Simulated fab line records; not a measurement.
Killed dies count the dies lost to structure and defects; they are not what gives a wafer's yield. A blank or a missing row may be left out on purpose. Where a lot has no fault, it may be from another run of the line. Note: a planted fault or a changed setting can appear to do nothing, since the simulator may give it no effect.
Problem report, 8D (eight disciplines) form, completed by code -- flow nandHarc -- the parts of the form that need people (team, actions taken, sign-off) are left out

## 1. THE PROBLEM
thkNm at NHARC_A_ONON_D1_THK_MEAS_24 reads a mean of 932 nm on 6 wafers of 2 lots; wafers without a fault read 998 nm with a standard deviation of 7.6. That is -8.6 standard deviations from the usual mean.
The step: measures by ellipsometry.
Earliest sighting: wafer L577.1 on filmMetro-02 at day 12 14:07. Wafers with a number at this step in the record: 42, from 14 lots. The rule behind "out" and "out of limits": a value lying over 4 standard deviations away from the usual mean. The other wafers with a number count as sound.

## 2. WHAT IT IS, WHAT IT ISN'T
question,is,is not
which readings at this step,thkNm,-
which lots,"L577, L578","L567, L568, L571, L579, L580, L581, L583, L585, L586, L587, L588, L590"
which wafers of those lots,all that have a number,-
read on which gauges,filmMetro-02,filmMetro-01
when,from day 12 14:07,"up to then (9 sound wafers); but 27 sound wafers of L579, L580, L581, L583, L585, L586, L587, L588, L590 came after"

## 3. SUSPECTS, AND WHAT RULES EACH OUT
Counting: any tool at a process step up to the reading is kept as a suspect provided that every lot that is out went through it and no sound lot did after the first of them.
- the gauge at NHARC_A_ONON_D1_THK_MEAS_24: kept. All the wafers that are out were read on filmMetro-02, and no step on other tools shows them out.
- pecvdOnon-02 at NHARC_A_ONON_D1_DEP_22 (target thk 1000 nm): kept. It processed each lot that is out, first L577 at day 12 13:36, and no sound lot thereafter; up to then, the last sound lot it processed was L571 at day 10 05:34.
Remaining after the count are pecvdOnon-02 at NHARC_A_ONON_D1_DEP_22 and filmMetro-02 at NHARC_A_ONON_D1_THK_MEAS_24.

## 4. THE CAUSE (what the simulator had put in)
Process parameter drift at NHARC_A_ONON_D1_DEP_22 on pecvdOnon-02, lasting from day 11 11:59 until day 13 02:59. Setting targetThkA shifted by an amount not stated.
After counting, 2 suspects remain, this tool included.

## 5. SEQUENCE OF EFFECTS, ordered by route
Rows list readings where the struck wafers' mean (over those with a number) sits beyond 3 standard deviations from the usual. Readings are gone through only where the record gives a usual standard deviation; hours: the median, over the lots, of the time from a lot's start at the first step in this table giving one to that lot's start at this step; sigmas: the change measured in usual standard deviations.
hours,step,reading,usual,on struck wafers,change,sigmas
0,NHARC_A_ONON_D1_THK_MEAS_24,thkNm,998 nm,932,-66,-8.6

## 6. HOW IT WOULD HAVE BEEN CAUGHT EARLIER
26 hours passed between the start of the fault at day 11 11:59 and the first reading out of limits at a measuring or inspecting step in this record, taken at day 12 14:07.
Among the 2 lots that are out, L578 began NHARC_A_ONON_D1_DEP_22 on pecvdOnon-02 after day 12 14:07. A hold on the tool at that time would have spared it.
